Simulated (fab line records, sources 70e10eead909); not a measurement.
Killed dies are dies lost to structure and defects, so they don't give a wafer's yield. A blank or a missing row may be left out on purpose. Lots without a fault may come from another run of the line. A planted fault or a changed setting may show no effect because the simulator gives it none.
fab line records | flow nand_harc
record lots=13 wafers=39 last_day=34
route steps=1302 shown A_M1@1190 A_BONDPAD@1204 END@1302
lots that met no fault: from a run of the same line without faults
start_h: hours from the record's first day to the start of the lot's first wafer shown | wait_h: hours since the lot's step before | " the same as in the row above | L1.1+2: a row that stands for several wafers | - no value, or no start given | * or withheld: withheld | < > ~ a bound
route shown NAME@n: a module of which the file shows steps, and the number in the route of the first | usual: mean/standard deviation of fault-free wafers | same: alike in all rows | chamber/n: place in a boat | sites: the reading at each site | _std_site: their standard deviation | _edge_site: outer sites' mean less inner sites' | radius_mm: how far each site lies from the wafer's centre | mask NAME#n: copy n | behind: the tool/chamber that last shaped the wafer | hold: why the lot was held/for how many hours/how that ended | device: the transistor (n, p or np) that didn't switch | end of line: the same wafers' tests at the end of the route | a step without rows: its recipe alone | killed: dies lost to structure and defects at the first sort, not the wafer's yield | map: a wafer's dies, x killed, . not, _ none there
set.NAME: the setting as run; set.NAME@STEP: as run at that earlier step | model.NAME: the simulator's own value behind a step, which no gauge read
steps of the route over a sample of lots; a table a step, a row a wafer
services: from which hour (start_h, from the record's first day; less than 0 if before it) a tool's chamber was out of use, for how many hours, and why
## steps
# step NHARC_A_M1_PRE_CLEAN_30
# recipe time_s=30 temp_c=280 gas=H2/He
# usual heater_power_w=401/23
# columns lot.wafer tool chamber start_h wait_h heater_power_w
L483.1 pvd_sputter-02 - - - 412
L483.2 " - " " 433
L483.5 " - " " 442
L484.3 pvd_sputter-02 - - - 447
L484.1 " - " " 377
L484.5 " - " " 418
L485.3 pvd_sputter-03 - - - 418
L485.2 " - " " 381
L485.5 " - " " 398
L486.2 pvd_sputter-01 - - - 383
L486.3 " - " " 436
L486.5 " - " " 379
L489.1 pvd_sputter-03 - - - 410
L489.2 " - " " 386
L489.5 " - " " 388
L492.2 pvd_sputter-02 - - - 362
L492.5 " - " " 419
L492.6 " - " " 412
L498.3 pvd_sputter-03 - - - 382
L498.6 " - " " 393
L498.5 " - " " 375
L496.4 pvd_sputter-01 - - - 378
L496.6 " - " " 374
L496.5 " - " " 389
L497.4 pvd_sputter-02 - - - 374
L497.2 " - " " 413
L497.5 " - " " 421
L502.4 pvd_sputter-02 - - - 412
L502.2 " - " " 427
L502.3 " - " " 427
L503.2 pvd_sputter-02 - - - 365
L503.1 " - " " 430
L503.5 " - " " 366
L504.1 pvd_sputter-03 - - - 402
L504.4 " - " " 427
L504.6 " - " " 394
L505.1 pvd_sputter-03 - - - 383
L505.3 " - " " 425
L505.5 " - " " 379
# step NHARC_A_M1_PVD_21
# recipe target_thk_a=300 chamber_pressure_pa=5 power_w=5000 substrate_temp_c=30 time_s=20.49 material=Cu
# usual throttle_valve_pct=30.3/0.81
# columns lot.wafer tool chamber start_h wait_h throttle_valve_pct
L483.1 pvd_sputter-02 - 539.11 - 30.6
L483.2 " - " " 27.9
L483.5 " - " " 30.6
L484.3 pvd_sputter-02 - 544.57 - 30.6
L484.1 " - " " 30.5
L484.5 " - " " 30.2
L485.2 pvd_sputter-03 - 558.29 - 29.7
L485.3 " - " " 31.4
L485.5 " - " " 30.1
L486.2 pvd_sputter-01 - 559.13 - 30.4
L486.3 " - " " 31.5
L486.5 " - " " 30.0
L489.2 pvd_sputter-03 - 599.70 - 29.4
L489.1 " - " " 30.2
L489.5 " - " " 29.4
L492.2 pvd_sputter-02 - 627.11 - 30.6
L492.5 " - " " 30.4
L492.6 " - " " 30.7
L498.3 pvd_sputter-03 - 673.04 - 30.7
L498.6 " - " " 31.5
L498.5 " - " " 30.5
L496.4 pvd_sputter-01 - 692.08 - 30.6
L496.5 " - " " 30.9
L496.6 " - " " 30.1
L497.4 pvd_sputter-02 - 695.42 - 30.5
L497.2 " - " " 29.7
L497.5 " - " " 30.6
L502.4 pvd_sputter-02 - 719.19 - 30.4
L502.3 " - " " 28.7
L502.2 " - " " 30.1
L503.1 pvd_sputter-02 - 742.80 - 28.6
L503.2 " - " " 30.3
L503.5 " - " " 28.6
L504.1 pvd_sputter-03 - 763.44 - 29.7
L504.4 " - " " 31.0
L504.6 " - " " 31.1
L505.1 pvd_sputter-03 - 782.60 - 31.3
L505.3 " - " " 29.4
L505.5 " - " " 31.0
# step NHARC_A_BONDPAD_THK_MEAS_30
# recipe thk_meas_gauge=ellipsometry
# usual thk_nm=199.8/1.6
# columns lot.wafer tool chamber start_h wait_h thk_nm
L483.1 film_metro-01 - 541.80 0.2 202.5
L483.2 " - " " 198.7
L483.5 " - " " 199.9
L484.1 film_metro-01 - 547.42 0.2 199.9
L484.3 " - " " 201.0
L484.5 " - " " 198.5
L485.2 film_metro-01 - 561.01 0.2 201.0
L485.3 " - " " 199.9
L485.5 " - " " 200.2
L486.2 film_metro-01 - 561.83 0.2 200.7
L486.3 " - " " 199.4
L486.5 " - " " 202.8
L489.1 film_metro-02 - 603.04 0.2 200.5
L489.2 " - " " 200.0
L489.5 " - " " 199.0
L492.2 film_metro-01 - 629.78 0.2 199.6
L492.5 " - " " 199.2
L492.6 " - " " 196.8
L498.3 film_metro-01 - 675.72 0.2 200.3
L498.5 " - " " 200.7
L498.6 " - " " 200.3
L496.4 film_metro-01 - 694.74 0.2 199.6
L496.5 " - " " 194.9
L497.2 film_metro-01 - 698.08 0.2 198.5
L497.4 " - " " 200.0
L497.5 " - " " 200.2
L502.2 film_metro-02 - 721.87 0.2 202.8
L502.3 " - " " 201.0
L502.4 " - " " 200.6
L503.1 film_metro-01 - 745.48 0.2 199.2
L503.2 " - " " 199.1
L503.5 " - " " 198.4
L504.1 film_metro-01 - 766.14 0.2 199.3
L504.4 " - " " 195.0
L504.6 " - " " 198.1
L505.1 film_metro-02 - 785.29 0.2 199.3
L505.3 " - " " 200.7
L505.5 " - " " 201.3
# step NHARC_A_BONDPAD_ANNEAL_28
# recipe temp_c=225 time_s=90
# usual wafer_temp_C_max=225.76/0.2
# columns lot.wafer tool chamber start_h wait_h wafer_temp_C_max
L483.1 rtp_anneal-01 0 544.16 - 225.93
L483.2 " 0 " " 225.30
L483.5 " 0 " " 225.54
L484.1 rtp_anneal-02 0 549.91 - 225.75
L484.3 " 0 " " 226.03
L484.5 " 0 " " 226.01
L485.2 rtp_anneal-02 0 563.59 0.4 226.17
L485.3 " 0 " " 225.96
L485.5 " 0 " " 225.85
L486.2 rtp_anneal-02 0 564.37 - 226.00
L486.3 " 0 " " 225.36
L486.5 " 0 " " 225.90
L489.1 rtp_anneal-02 0 605.93 - 225.90
L489.2 " 0 " " 226.16
L489.5 " 0 " " 225.70
L492.2 rtp_anneal-02 0 632.30 0.3 226.02
L492.5 " 0 " " 225.85
L492.6 " 0 " " 225.85
L498.3 rtp_anneal-01 0 678.18 - 225.63
L498.5 " 0 " " 225.81
L498.6 " 0 " " 226.11
L496.4 rtp_anneal-02 0 697.35 - 225.65
L496.5 " 0 " " 225.48
L497.2 rtp_anneal-02 0 700.58 0.3 225.86
L497.4 " 0 " " 225.72
L497.5 " 0 " " 225.77
L502.2 rtp_anneal-02 0 724.25 0.4 225.95
L502.3 " 0 " " 225.68
L502.4 " 0 " " 225.58
L503.1 rtp_anneal-01 0 747.90 - 225.48
L503.2 " 0 " " 225.62
L503.5 " 0 " " 225.72
L504.1 rtp_anneal-02 0 768.46 - 225.60
L504.4 " 0 " " 226.01
L504.6 " 0 " " 225.60
L505.1 rtp_anneal-01 0 787.79 0.3 225.83
L505.3 " 0 " " 225.51
L505.5 " 0 " " 225.54
# step NHARC_END_SORT_01
# recipe temp_c=25
# usual defect_limited_yield=91.0/2.5 killed_at_array=56/17 killed_at_other=0.9/1.2 killed_at_periphery=3.9/2.5 killed_dies=61/17 killed_open=3.2/1.8 killed_short=2.7/1.7
# same gross_dies=677
# columns lot.wafer tool chamber start_h wait_h defect_limited_yield[%] killed_at_array killed_at_other killed_at_periphery killed_dies killed_open killed_short
L489.1 prober-01 0 632.11 2.5 90.8 59 0 3 62 4 2
L496.4 prober-01 0 741.60 3.4 88.0 79 1 1 81 1 3
L496.5 prober-01 0 742.41 3.7 91.1 57 1 2 60 4 1
L496.6 prober-01 0 743.21 4.0 0 672 0 5 677 7 3
# killed by level:class
L489.1 A_CHANNEL_HOLE_D1:chamber_film_flake=26 A_CHANNEL_HOLE_D2:chamber_film_flake=20 A_STAIRCASE:chamber_film_flake=4 A_CONTACT:chamber_film_flake=4 P_GATE:geometric_particle:open=1 P_CONTACT:geometric_particle:open=1 A_CHANNEL_FILL_D2:geometric_particle:short=1 A_CHANNEL_FILL_D2:geometric_particle:open=1
L496.4 A_SLIT:chamber_film_flake=34 A_CHANNEL_HOLE_D1:chamber_film_flake=30 A_STAIRCASE:chamber_film_flake=3 A_WL_FILL:chamber_film_flake=3 A_CONTACT:chamber_film_flake=3 A_M0:chamber_film_flake=3 A_M0:geometric_particle:short=2 P_CONTACT:geometric_particle:short=1
L496.5 A_CHANNEL_HOLE_D1:chamber_film_flake=28 A_SLIT:chamber_film_flake=17 A_WL_FILL:chamber_film_flake=4 A_CHANNEL_FILL_D2:geometric_particle:open=2 A_M0:geometric_particle:open=2 P_GATE:chamber_film_flake=2 A_CONTACT:chamber_film_flake=2 A_M0:geometric_particle:short=1
L496.6 A_M1:area_pvd=586 A_SLIT:chamber_film_flake=39 A_CHANNEL_HOLE_D1:chamber_film_flake=35 A_CONTACT:chamber_film_flake=3 A_DECK1_JOINT:geometric_particle:short=2 A_DECK1_JOINT:geometric_particle:open=2 P_GATE:geometric_particle:open=1 P_M0:geometric_particle:open=1
## services
# columns tool chamber start_h hours kind
pvd_sputter-03 - 526.00 10.0 pm
pvd_sputter-01 - 565.69 4.7 repair
pvd_sputter-01 - 582.17 10.0 pm
pvd_sputter-02 - 638.00 10.0 pm
pvd_sputter-03 - 704.00 10.0 pm
rtp_anneal-02 - 744.00 12.0 pm
pvd_sputter-01 - 760.17 10.0 pm
pvd_sputter-02 - 780.06 3.6 repair
pvd_sputter-01 - 781.69 1.0 repair
## key
first_sign step=NHARC_END_SORT_01 reading=killed_at_array direction=up sigmas=36 usual=56 struck=672
effect step=NHARC_END_SORT_01 reading=defect_limited_yield direction=down sigmas=36 usual=91.0 struck=0
more_kills_born_at NHARC_A_M1_PVD_21@pvd_sputter-01=586
met_at NHARC_A_M1_PVD_21
struck_lots L496
struck_wafers L496.6
later_rows_left_out L496.6
not_acting_at NHARC_A_M1_PRE_CLEAN_30,NHARC_A_BONDPAD_THK_MEAS_30,NHARC_A_BONDPAD_ANNEAL_28
onset_between 559.13 692.08
fault kind=process_parameter_drift tool=pvd_sputter-01 chamber=- onset_h=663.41 steps=NHARC_A_M1_PVD_21 channel=target_thk_a offset=* shape=step end_h=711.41 acts_in=* stated=* scope=struck_wafers_only
# later_rows_left_out: the simulator's readings of these wafers behind a module that went badly wrong aren't trusted and aren't shown, but for the sort
